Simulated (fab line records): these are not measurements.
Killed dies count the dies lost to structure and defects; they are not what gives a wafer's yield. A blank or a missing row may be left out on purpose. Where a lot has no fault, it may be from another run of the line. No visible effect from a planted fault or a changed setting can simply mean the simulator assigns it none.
fab line records	flow nand_harc
record: lots: 6	wafers: 18	last_day: 24
route steps=1159 shown A_CONTACT@960 A_BLC@964 END@1159
lots that met no fault: from a run of the same line without faults
start_h: the number of hours between the record's first day and the start of the first shown wafer of the lot	wait_h: time in hours since the lot's previous step	" repeats the value in the row above	L1.1+2: one row covering several wafers at once	- either no value or no given start	* or withheld: withheld	< > ~ a bound
route shown NAME@n: NAME is a module with steps in the file, n the number in the route of the first one	usual: mean and standard deviation over wafers with no fault	same: alike in all rows	chamber/n: place in a boat	sites: the reading at each site	_std_site: standard deviation of those values	_edge_site: the outer-site mean with the inner-site mean subtracted	radius_mm: for every site, how far away it sits from the centre of the wafer	mask NAME#n: copy n	behind: the last tool/chamber to shape the wafer	hold: why the lot was held/for how many hours/how that ended	device: which transistor (n, p or np) failed to switch	end of line: the tests these same wafers got at the end of their route	step lacking rows: just its recipe	killed: dies lost to structure and defects at the first sort, not the wafer's yield	map: a wafer's dies, marking killed ones x, the rest . and places with no die _
set.NAME: the setting as run; set.NAME@STEP: as run at that earlier step	model.NAME: the simulator's own value behind a step, which no gauge read
certain route steps with their lots: each step a table, each wafer a row
services: a tool's chamber out of use, with start hour (start_h, from the record's first day; less than 0 if before it), hours out, and reason
== steps ==
step: NHARC_A_CONTACT_CMP_20
recipe: t_overpolish_s: 30	target_thk_nm: 300
usual: edge_zone_pressure_frac: 1.000/0.0049	motor_current_A: 11.9/1.2	overpolish_run_s: 29.999/0.0086	retaining_ring_pressure_frac: 1.000/0.0047	time_to_endpoint_s: 60.4/2.1
lot.wafer	tool	chamber	start_h	wait_h	edge_zone_pressure_frac	motor_current_A	overpolish_run_s	retaining_ring_pressure_frac	time_to_endpoint_s
L894.1	cmp-01	3	413.01	0.8	0.984	10.4	30.005	1.005	61.7
L894.2	"	1	"	"	0.993	11.6	30.011	1.001	59.8
L894.6	"	2	"	"	1.003	11.3	29.991	0.998	62.0
L899.4	cmp-04	0	443.58	0.4	1.001	14.1	29.989	1.002	58.8
L899.2	"	2	"	"	0.991	12.5	30.002	0.998	57.1
L899.6	"	3	"	"	1.002	11.7	30.001	1.010	58.1
L898.1	cmp-01	3	443.62	0.7	1.008	10.7	30.008	0.999	61.9
L898.2	"	0	"	"	0.999	10.8	30.008	1.003	64.4
L898.5	"	2	"	"	0.997	12.1	29.984	1.002	62.2
L909.3	cmp-01	0	514.30	0.4	1.006	11.4	30.005	0.995	62.4
L909.1	"	1	"	"	1.001	11.8	30.004	1.006	62.9
L909.5	"	0	"	"	1.005	11.4	29.993	0.996	63.3
L911.2	cmp-03	3	520.57	0.7	0.992	11.4	30.002	1.005	59.7
L911.3	"	1	"	"	1.004	12.1	29.991	0.992	59.7
L911.6	"	3	"	"	0.997	10.9	30.001	1.002	57.2
L913.3	cmp-01	2	522.78	0.4	1.003	11.4	29.992	1.003	57.5
L913.5	"	2	"	"	1.001	12.1	29.992	1.003	59.1
L913.6	"	3	"	"	0.992	10.9	30.004	0.997	59.5
step: NHARC_A_CONTACT_SRD_22
step: NHARC_A_CONTACT_INSPECT_23
usual: raw_defect_count: 412/130
lot.wafer	tool	chamber	start_h	wait_h	raw_defect_count
L894.1	defect_inspect-02	-	413.39	0.1	285
L894.2	"	-	"	"	669
L894.6	"	-	"	"	282
L899.2	defect_inspect-01	-	443.96	0.1	323
L899.4	"	-	"	"	486
L899.6	"	-	"	"	363
L898.1	defect_inspect-02	-	443.97	0.1	362
L898.2	"	-	"	"	341
L898.5	"	-	"	"	332
L909.1	defect_inspect-01	-	514.70	0.1	553
L909.3	"	-	"	"	715
L909.5	"	-	"	"	672
L911.2	defect_inspect-02	-	520.94	0.1	336
L911.3	"	-	"	"	406
L911.6	"	-	"	"	377
L913.3	defect_inspect-02	-	523.18	0.1	552
L913.5	"	-	"	"	346
L913.6	"	-	"	"	429
step: NHARC_A_BLC_DEHYDRATE_00
recipe: temp_c: 150	time_s: 120
step: NHARC_A_BLC_HMDS_01
recipe: time_s: 30
step: NHARC_A_BLC_COAT_02
recipe: temp_c: 260	time_s: 75
step: NHARC_A_BLC_COAT_03
recipe: temp_c: 225	time_s: 65
step: NHARC_A_BLC_COAT_04
recipe: spin_rpm: 1500	resist_thk_nm: 90
step: NHARC_A_BLC_SOFTBAKE_05
recipe: temp_c: 105	time_s: 55
step: NHARC_A_BLC_EBR_06
step: NHARC_A_BLC_EXPOSE_07
recipe: na: 1.35	target_cd_nm: 100	dose_mj: 67.97	mask_id: A_BLC
step: NHARC_A_BLC_PEB_08
recipe: peb_temp_c: 100	peb_time_s: 65
usual: heater_power_total_W: 156.6/0.44	plate_temp_C: 99.97/0.13
lot.wafer	tool	chamber	start_h	wait_h	heater_power_total_W	plate_temp_C
L894.1	litho_track-04	0	413.82	0.1	155.9	99.98
L894.2	"	0	"	"	157.2	99.69
L894.6	"	0	"	"	156.5	99.90
L899.2	litho_track-06	0	444.26	0.1	156.4	99.95
L899.4	"	0	"	"	156.6	99.80
L899.6	"	0	"	"	157.1	99.86
L898.1	litho_track-06	0	444.41	0.1	157.0	100.11
L898.2	"	0	"	"	155.9	99.87
L898.5	"	0	"	"	157.2	100.21
L909.1	litho_track-04	0	515.13	0.1	154.9	99.39
L909.3	"	0	"	"	155.6	99.43
L909.5	"	0	"	"	154.8	99.20
L911.2	litho_track-04	0	521.25	0.1	155.3	99.26
L911.3	"	0	"	"	155.0	99.31
L911.6	"	0	"	"	154.8	99.17
L913.3	litho_track-01	0	523.61	0.0	157.2	99.99
L913.5	"	0	"	"	156.6	99.81
L913.6	"	0	"	"	157.0	99.80
step: NHARC_A_BLC_DEVELOP_09
recipe: develop_time_s: 35	dev_temp_c: 23
step: NHARC_A_BLC_CD_MEAS_10
recipe: target_cd_nm: 100	landing_energy_ev: 500
usual: cd_nm: 100.0/0.47
lot.wafer	tool	chamber	start_h	wait_h	cd_nm
L894.1	cd_sem-02	0	413.90	-	99.6
L894.2	"	0	"	"	100.0
L894.6	"	0	"	"	100.5
L899.2	cd_sem-01	0	444.34	-	100.6
L899.4	"	0	"	"	100.3
L899.6	"	0	"	"	99.7
L898.1	cd_sem-01	0	444.49	-	100.4
L898.2	"	0	"	"	100.9
L898.5	"	0	"	"	100.5
L909.1	cd_sem-01	0	515.21	-	97.1
L909.3	"	0	"	"	97.5
L909.5	"	0	"	"	96.9
L911.2	cd_sem-02	0	521.33	-	97.8
L911.3	"	0	"	"	97.9
L911.6	"	0	"	"	97.6
L913.3	cd_sem-01	0	523.69	-	100.3
L913.5	"	0	"	"	99.5
L913.6	"	0	"	"	100.0
step: NHARC_A_BLC_OVL_MEAS_11
usual: overlay_x_nm: -0.1/0.78	overlay_y_nm: 0.1/0.78
lot.wafer	tool	chamber	start_h	wait_h	overlay_x_nm	overlay_y_nm
L894.1	overlay-02	-	413.99	-	0.5	-1.1
L894.2	"	-	"	"	0.8	-1.2
L894.6	"	-	"	"	0.6	-0.5
L899.2	overlay-02	-	444.43	-	0.3	1.7
L899.4	"	-	"	"	0.0	0.9
L899.6	"	-	"	"	-0.8	1.6
L898.1	overlay-01	-	444.58	-	0.6	-0.5
L898.2	"	-	"	"	0.6	-0.4
L898.5	"	-	"	"	1.2	-0.4
L909.1	overlay-02	-	515.30	-	-0.1	0.0
L909.3	"	-	"	"	-0.2	0.1
L909.5	"	-	"	"	0.0	0.4
L911.2	overlay-02	-	521.41	-	-0.6	-0.1
L911.3	"	-	"	"	0.2	-0.1
L911.6	"	-	"	"	-0.2	0.3
L913.3	overlay-02	-	523.78	-	0.9	-0.7
L913.5	"	-	"	"	1.3	-0.5
L913.6	"	-	"	"	0.7	-0.5
step: NHARC_A_BLC_INSPECT_12
usual: raw_defect_count: 31/16
lot.wafer	tool	chamber	start_h	wait_h	raw_defect_count
L894.1	defect_inspect-01	-	414.02	0.0	16
L894.2	"	-	"	"	12
L894.6	"	-	"	"	13
L899.2	defect_inspect-01	-	444.48	0.0	53
L899.4	"	-	"	"	44
L899.6	"	-	"	"	44
L898.1	defect_inspect-01	-	444.62	0.0	11
L898.2	"	-	"	"	16
L898.5	"	-	"	"	13
L909.1	defect_inspect-01	-	515.33	0.0	44
L909.3	"	-	"	"	42
L909.5	"	-	"	"	54
L911.2	defect_inspect-02	-	521.45	0.0	46
L911.3	"	-	"	"	31
L911.6	"	-	"	"	40
L913.3	defect_inspect-01	-	523.82	0.0	24
L913.5	"	-	"	"	20
L913.6	"	-	"	"	25
step: NHARC_A_BLC_DESCUM_15
recipe: time_s: 3	o2_flow_sccm: 200	ar_flow_sccm: 0	bias_power_w: 0	chemistry: O2
usual: drypump_motor_current_A: 5.4/0.38	oes_product_au: 1.000/0.0063	rf_vpp_V: 58.1/0.78	showerhead_plenum_p_Torr: 1.99/0.081	throttle_valve_pct: 11.311/0.0094
lot.wafer	tool	chamber	start_h	wait_h	drypump_motor_current_A	oes_product_au	rf_hours_counter_h	rf_vpp_V	showerhead_plenum_p_Torr	throttle_valve_pct	model.A_BLC.cd_nm
L894.2	rie_diel-11	0	414.09	0.1	5.5	1.013	4	57.8	2.05	11.312	100.3
L894.1	"	1	"	"	5.6	0.998	4	59.3	2.02	11.306	99.89
L894.6	"	3	"	"	5.7	1.002	-	57.0	2.06	11.305	100.3
L899.4	rie_diel-07	2	444.54	0.1	5.5	0.996	5	56.9	1.98	11.305	100.2
L899.2	"	0	"	"	5.9	1.004	4	57.9	1.82	11.312	100.1
L899.6	"	2	"	"	5.5	0.999	-	57.9	1.98	11.305	99.84
L898.2	rie_diel-11	1	444.68	0.1	5.6	0.999	8	59.0	2.02	11.298	100.8
L898.1	"	2	"	"	4.7	1.002	8	58.5	2.04	11.303	100.4
L898.5	"	1	"	"	5.6	1.003	-	58.9	2.02	11.316	100.5
L909.3	rie_diel-07	3	515.40	0.1	5.3	0.999	14	57.9	1.90	11.293	97.33
L909.1	"	1	"	"	5.3	1.004	13	57.7	1.83	11.318	96.94
L909.5	"	3	"	"	5.3	1.006	-	58.3	1.90	11.305	96.96
L911.3	rie_diel-11	3	521.54	0.1	5.7	1.005	16	58.0	2.05	11.299	97.93
L911.2	"	1	"	"	5.6	1.009	14	58.1	2.02	11.305	97.5
L911.6	"	3	"	"	5.7	0.994	-	58.8	2.05	11.308	97.72
L913.3	rie_diel-11	3	523.88	0.1	5.6	0.999	16	57.7	2.05	11.308	101
L913.5	"	2	"	"	4.7	1.002	-	59.0	2.04	11.313	99.68
L913.6	"	3	"	"	5.6	0.997	-	57.7	2.05	11.324	100.2
step: NHARC_A_BLC_ETCH_16
recipe: target_depth_a: 390	over_etch_frac: 0.3	time_s: 65	ion_energy_ev: 80	cf4_flow_sccm: 150	ar_flow_sccm: 0	rf_w: 300	bias_w: 100	chemistry: CF4
usual: drypump_motor_current_A: 5.4/0.38	oes_product_au: 1.001/0.0067	rf_vpp_V: 152.1/1.1	showerhead_plenum_p_Torr: 1.84/0.073	throttle_valve_pct: 13.284/0.0082
lot.wafer	tool	chamber	start_h	wait_h	drypump_motor_current_A	oes_product_au	rf_hours_counter_h	rf_vpp_V	showerhead_plenum_p_Torr	throttle_valve_pct
L894.2	rie_diel-11	2	414.17	0.1	4.7	1.016	5	151.2	1.88	13.291
L894.1	"	3	"	"	5.6	1.001	4	152.9	1.89	13.295
L894.6	"	2	"	"	4.7	1.004	-	152.0	1.88	13.278
L899.2	rie_diel-07	2	444.63	0.1	5.5	0.994	5	151.0	1.82	13.276
L899.4	"	3	"	"	5.3	1.005	5	151.8	1.76	13.287
L899.6	"	0	"	"	6.0	1.001	-	150.7	1.69	13.292
L898.1	rie_diel-11	3	444.77	0.1	5.6	1.005	9	154.4	1.89	13.271
L898.2	"	0	"	"	5.5	0.994	8	152.4	1.89	13.283
L898.5	"	3	"	"	5.7	0.995	-	152.5	1.89	13.284
L909.3	rie_diel-07	2	515.49	0.1	5.5	0.985	14	150.6	1.82	13.272
L909.1	"	3	"	"	5.3	0.997	14	153.4	1.76	13.293
L909.5	"	1	"	"	5.3	0.997	-	151.3	1.70	13.283
L911.3	rie_diel-11	2	521.62	0.1	4.6	1.013	15	152.2	1.88	13.287
L911.2	"	3	"	"	5.6	1.003	16	152.4	1.89	13.281
L911.6	"	1	"	"	5.7	1.001	-	152.1	1.86	13.288
L913.3	rie_diel-11	1	523.97	0.1	5.6	1.011	14	152.5	1.86	13.283
L913.5	"	3	"	"	5.6	1.016	-	152.6	1.89	13.287
L913.6	"	0	"	"	5.5	1.010	-	151.9	1.88	13.289
step: NHARC_A_BLC_ETCH_17
recipe: target_depth_a: 3900	over_etch_frac: 0.25	time_s: 609.38	ion_energy_ev: 200	n2_flow_sccm: 150	h2_flow_sccm: 150	ar_flow_sccm: 0	rf_w: 400	bias_w: 150	chemistry: N2/H2
usual: drypump_motor_current_A: 5.4/0.38	n2_flow_sccm: 150.0/0.43	oes_product_au: 1.002/0.0061	rf_vpp_V: 433.0/2.5	showerhead_plenum_p_Torr: 2.13/0.087	throttle_valve_pct: 14.170/0.0093
lot.wafer	tool	chamber	start_h	wait_h	drypump_motor_current_A	n2_flow_sccm	oes_product_au	rf_hours_counter_h	rf_vpp_V	showerhead_plenum_p_Torr	throttle_valve_pct
L894.1	rie_diel-11	2	-	-	4.7	150.4	0.996	5	434.4	2.19	14.164
L894.2	"	1	"	"	5.6	150.2	0.991	4	432.8	2.16	14.167
L894.6	"	3	"	"	5.6	149.9	1.003	-	436.9	2.20	14.158
L899.2	rie_diel-07	3	-	-	5.4	149.9	1.000	5	429.9	2.03	14.162
L899.4	"	0	"	"	6.0	149.2	1.005	4	427.3	1.94	14.184
L899.6	"	0	"	"	6.0	149.6	0.996	-	428.1	1.94	14.153
L898.1	rie_diel-11	0	-	-	5.5	149.9	1.007	8	433.9	2.19	14.159
L898.2	"	1	"	"	5.6	149.4	1.001	8	432.9	2.16	14.180
L898.5	"	3	"	"	5.6	150.1	0.993	-	434.5	2.20	14.167
L909.1	rie_diel-07	3	-	-	5.3	150.1	1.007	14	430.3	2.03	14.159
L909.3	"	2	"	"	5.5	150.5	1.000	14	431.4	2.10	14.172
L909.5	"	3	"	"	5.3	150.0	1.006	-	432.0	2.03	14.175
L911.2	rie_diel-11	3	-	-	5.6	150.1	1.001	16	434.0	2.19	14.171
L911.3	"	1	"	"	5.6	150.3	1.014	14	432.5	2.16	14.171
L911.6	"	2	"	"	4.6	149.4	0.998	-	432.9	2.18	14.168
L913.3	rie_diel-11	1	-	-	5.7	150.4	1.003	14	434.4	2.16	14.178
L913.5	"	0	"	"	5.5	150.0	1.010	-	435.1	2.19	14.170
L913.6	"	1	"	"	5.6	150.0	0.995	-	434.1	2.16	14.169
step: NHARC_A_BLC_ETCH_18
recipe: target_depth_a: 9100	c4f8_flow_sccm: 20	o2_flow_sccm: 10	ar_flow_sccm: withheld	rf_w: 600	bias_w: 1500	chemistry: C4F8/O2/Ar
usual: oes_product_au: 0.953/0.021	rf_vpp_V: 984/5.3
lot.wafer	tool	chamber	start_h	wait_h	oes_product_au	rf_hours_counter_h	rf_vpp_V	model.A_BLC.cd_nm
L894.2	rie_diel-11	2	-	-	0.983	5	987	102.4
L894.1	"	0	"	"	0.964	5	987	99.28
L894.6	"	3	"	"	0.971	-	989	99.46
L899.2	rie_diel-07	2	-	-	0.970	5	982	101.2
L899.4	"	1	"	"	0.984	4	974	101
L899.6	"	3	"	"	0.963	-	978	98.46
L898.1	rie_diel-11	1	-	-	0.963	8	986	100
L898.2	"	3	"	"	0.986	9	987	101.2
L898.5	"	0	"	"	0.978	-	986	99.05
L909.1	rie_diel-07	0	-	-	0.982	13	972	96.86
L909.3	"	1	"	"	0.982	13	973	98.85
L909.5	"	2	"	"	0.962	-	981	98.8
L911.3	rie_diel-11	3	-	-	0.928	16	987	101.3
L911.2	"	0	"	"	0.934	16	987	96.18
L911.6	"	3	"	"	0.932	-	987	99.38
L913.3	rie_diel-11	0	-	-	0.960	16	988	103.5
L913.5	"	2	"	"	0.953	-	988	101.8
L913.6	"	3	"	"	0.951	-	987	101.9
step: NHARC_A_BLC_CD_MEAS_19
usual: cd_nm: 100.3/1.7
lot.wafer	tool	chamber	start_h	wait_h	cd_nm
L894.1	cd_sem-01	-	415.05	-	99.4
L894.2	"	-	"	"	102.6
L894.6	"	-	"	"	99.6
L899.2	cd_sem-01	-	445.51	-	101.1
L899.4	"	-	"	"	100.7
L899.6	"	-	"	"	98.4
L898.1	cd_sem-02	-	445.65	-	99.9
L898.2	"	-	"	"	101.3
L898.5	"	-	"	"	99.4
L909.1	cd_sem-02	-	516.36	-	97.3
L909.3	"	-	"	"	98.7
L909.5	"	-	"	"	99.1
L911.2	cd_sem-03	-	522.91	-	96.0
L911.3	"	-	"	"	101.3
L911.6	"	-	"	"	99.0
L913.3	cd_sem-01	-	524.85	-	103.6
L913.5	"	-	"	"	101.9
L913.6	"	-	"	"	101.8
step: NHARC_END_SORT_01
recipe: temp_c: 25
usual: killed_at_array: 27/11	killed_at_other: 0.8/1.4	killed_at_periphery: 3.3/2	killed_dies: 31/11	killed_open: 3.4/1.8	killed_short: 2.1/1.3
same: gross_dies: 677
lot.wafer	tool	chamber	start_h	wait_h	killed_at_array	killed_at_other	killed_at_periphery	killed_dies	killed_open	killed_short
L894.1	prober-01	0	469.15	2.5	21	1	1	23	6	1
L894.2	prober-01	0	469.94	2.8	17	0	0	17	6	1
L894.6	prober-01	0	473.10	3.9	19	0	1	20	4	0
L899.2	prober-01	0	497.61	2.8	39	0	2	41	1	5
L899.4	prober-01	0	499.21	3.4	38	0	2	40	3	2
L899.6	prober-01	0	500.81	4.0	36	1	2	39	3	2
L909.1	prober-02	0	560.12	2.5	34	3	1	38	5	2
L909.3	prober-02	0	561.74	3.1	33	2	1	36	4	1
L909.5	prober-02	0	563.36	3.7	29	3	2	34	3	2
L911.2	prober-02	0	568.81	2.8	33	0	2	35	5	3
L911.3	prober-02	0	569.62	3.1	32	1	4	37	7	0
L911.6	prober-02	0	572.06	4.1	34	0	1	35	2	2
L913.3	prober-01	0	577.49	3.1	24	1	3	28	7	2
L913.5	prober-01	0	579.10	3.7	23	0	7	30	7	5
L913.6	prober-01	0	579.91	4.0	22	1	2	25	0	1
killed by level:class
L894.1 A_CONTACT:chamber_film_flake=7 A_CHANNEL_HOLE_D1:chamber_film_flake=4 A_CHANNEL_FILL_D1:geometric_particle:open=2 A_M0:geometric_particle:open=2 A_CHANNEL_FILL_D1:chamber_film_flake=2 P_M2:geometric_particle:open=1 A_SGD_CUT:geometric_particle:short=1 A_CONTACT:geometric_particle:open=1
L894.2 A_CONTACT:chamber_film_flake=3 A_ONON_D1:geometric_particle:open=2 A_CHANNEL_HOLE_D1:chamber_film_flake=2 A_CHANNEL_FILL_D1:chamber_film_flake=2 A_SLIT:chamber_film_flake=2 A_CHANNEL_FILL_D1:geometric_particle:open=1 A_CHANNEL_FILL_D1:geometric_particle:short=1 A_SGD_CUT:geometric_particle:open=1
L894.6 A_CONTACT:chamber_film_flake=6 A_BLC:chamber_film_flake=4 A_CHANNEL_HOLE_D1:chamber_film_flake=3 P_CONTACT:geometric_particle:open=1 A_ONON_D1:geometric_particle:open=1 A_CHANNEL_FILL_D1:geometric_particle:open=1 A_CONTACT:geometric_particle:open=1 A_CHANNEL_FILL_D1:chamber_film_flake=1
L899.2 A_CHANNEL_HOLE_D1:chamber_film_flake=12 A_SLIT:chamber_film_flake=9 A_STAIRCASE:chamber_film_flake=6 A_WL_FILL:chamber_film_flake=5 P_CONTACT:geometric_particle:short=1 A_ONON_D1:geometric_particle:short=1 A_CHANNEL_FILL_D1:geometric_particle:short=1 A_STAIRCASE:geometric_particle:short=1
L899.4 A_CHANNEL_HOLE_D1:chamber_film_flake=16 A_SLIT:chamber_film_flake=8 A_STAIRCASE:chamber_film_flake=5 A_WL_FILL:chamber_film_flake=3 A_CONTACT:geometric_particle:open=2 P_M0:geometric_particle:open=1 A_ONON_D1:geometric_particle:short=1 A_WL_FILL:geometric_particle:short=1
L899.6 A_CHANNEL_HOLE_D1:chamber_film_flake=12 A_SLIT:chamber_film_flake=11 A_STAIRCASE:chamber_film_flake=4 A_WL_FILL:chamber_film_flake=4 P_M0:geometric_particle:open=1 A_ONON_D1:geometric_particle:open=1 A_CHANNEL_FILL_D1:geometric_particle:open=1 A_BLC:geometric_particle:short=1
L909.1 A_SLIT:chamber_film_flake=14 A_CONTACT:chamber_film_flake=9 A_CHANNEL_HOLE_D1:chamber_film_flake=5 A_M0:geometric_particle:open=2 THIN_TSV:chamber_film_flake=2 A_SGD_CUT:geometric_particle:open=1 A_SGD_CUT:geometric_particle:short=1 A_WL_FILL:geometric_particle:open=1
L909.3 A_SLIT:chamber_film_flake=16 A_CONTACT:chamber_film_flake=9 A_CHANNEL_FILL_D1:geometric_particle:open=2 A_CHANNEL_HOLE_D1:chamber_film_flake=2 THIN_TSV:chamber_film_flake=2 A_WL_FILL:geometric_particle:short=1 A_CONTACT:geometric_particle:open=1 A_BLC:geometric_particle:open=1
L909.5 A_SLIT:chamber_film_flake=10 A_CONTACT:chamber_film_flake=9 A_CHANNEL_HOLE_D1:chamber_film_flake=3 THIN_TSV:chamber_film_flake=3 P_GATE:chamber_film_flake=2 A_STAIRCASE:chamber_film_flake=2 A_ONON_D1:geometric_particle:short=1 A_CHANNEL_FILL_D1:geometric_particle:open=1
L911.2 A_SLIT:chamber_film_flake=9 A_CHANNEL_HOLE_D1:chamber_film_flake=6 A_STAIRCASE:chamber_film_flake=6 A_CONTACT:chamber_film_flake=6 A_WL_FILL:geometric_particle:open=2 P_GATE:geometric_particle:open=1 P_GATE:geometric_particle:short=1 A_SOURCE_PLATE:geometric_particle:short=1
L911.3 A_SLIT:chamber_film_flake=18 A_STAIRCASE:chamber_film_flake=3 A_CONTACT:chamber_film_flake=3 P_M1:geometric_particle:open=2 A_BLC:geometric_particle:open=2 P_GATE:chamber_film_flake=2 A_SGD_CUT:geometric_particle:open=1 A_WL_FILL:geometric_particle:open=1
L911.6 A_SLIT:chamber_film_flake=13 A_CHANNEL_HOLE_D1:chamber_film_flake=8 A_STAIRCASE:chamber_film_flake=5 A_CONTACT:chamber_film_flake=3 A_SOURCE_PLATE:geometric_particle:short=1 A_WL_FILL:geometric_particle:short=1 A_CONTACT:geometric_particle:open=1 A_BLC:geometric_particle:open=1
L913.3 A_CHANNEL_HOLE_D1:chamber_film_flake=7 A_STAIRCASE:chamber_film_flake=4 A_ONON_D1:geometric_particle:open=3 P_ZERO_WELL:chamber_film_flake=2 A_SGD_CUT:chamber_film_flake=2 A_CONTACT:chamber_film_flake=2 P_M1:geometric_particle:open=1 A_SOURCE_PLATE:geometric_particle:short=1
L913.5 A_CHANNEL_HOLE_D1:chamber_film_flake=6 P_ZERO_WELL:chamber_film_flake=3 A_ONON_D1:geometric_particle:open=2 A_WL_FILL:geometric_particle:short=2 A_CHANNEL_FILL_D1:chamber_film_flake=2 A_STAIRCASE:chamber_film_flake=2 A_SGD_CUT:chamber_film_flake=2 P_GATE:geometric_particle:open=1
L913.6 A_CHANNEL_HOLE_D1:chamber_film_flake=8 A_CONTACT:chamber_film_flake=4 P_ZERO_WELL:chamber_film_flake=2 A_SGD_CUT:chamber_film_flake=2 A_SLIT:chamber_film_flake=2 A_M1:chamber_film_flake=2 A_CHANNEL_HOLE_D1:geometric_particle:short=1 A_CHANNEL_FILL_D1:chamber_film_flake=1
== services ==
tool	chamber	start_h	hours	kind
cmp-03	-	395.85	4.0	pm
cmp-04	-	398.44	1.2	repair
rie_diel-11	0	400.01	-	clean
rie_diel-11	1	400.01	-	clean
rie_diel-11	2	400.01	-	clean
rie_diel-11	3	400.01	-	clean
cmp-04	-	401.00	4.0	pm
rie_diel-07	-	405.20	9.0	pm
rie_diel-11	1	411.18	2.3	repair
rie_diel-11	2	421.01	2.3	repair
rie_diel-11	0	424.51	-	clean
rie_diel-11	1	424.51	-	clean
rie_diel-11	2	424.51	-	clean
rie_diel-11	3	424.51	-	clean
cmp-01	-	440.48	1.1	repair
litho_track-01	-	443.00	7.0	pm
rie_diel-11	0	449.01	-	clean
litho_track-06	-	467.00	7.0	pm
cmp-01	-	473.65	4.0	pm
litho_track-04	-	491.00	7.0	pm
cmp-03	-	493.85	4.0	pm
cmp-04	-	499.00	4.0	pm
rie_diel-11	1	500.47	6.0	repair
cmp-01	-	508.99	1.4	repair
== key ==
first_sign: step: NHARC_A_BLC_PEB_08	reading: plate_temp_C	direction: down	sigmas: 5.4	usual: *	struck: *
effect: step: NHARC_A_BLC_PEB_08	reading: heater_power_total_W	direction: down	sigmas: 3.4	usual: *	struck: *
effect: step: NHARC_A_BLC_CD_MEAS_10	reading: cd_nm	direction: down	sigmas: 5.4	usual: 100.0	struck: 97.4
model_effect: step: NHARC_A_BLC_DESCUM_15	value: A_BLC.cd_nm	without: 99.92	struck: 97.4
model_effect: step: NHARC_A_BLC_ETCH_18	value: A_BLC.cd_nm	without: 101.1	struck: 98.57
met_at NHARC_A_BLC_PEB_08
struck_wafers L909.1,L909.3,L909.5,L911.2,L911.3,L911.6
tester_left_out L909,L911
onset_between 413.82 515.13
fault: kind: process_parameter_drift	tool: litho_track-04	chamber: -	onset_h: 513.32	steps: NHARC_A_BLC_PEB_08	channel: peb_temp_c	offset: *	shape: step	end_h: 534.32	acts_in: *	stated: *
tester_left_out: of these lots the tester's yield and bins aren't shown, on N5 and GAA mostly nor the transistor test; their killed dies are dies lost to structure and defects alone, not to doping, threshold or leakage, so they don't give the yield
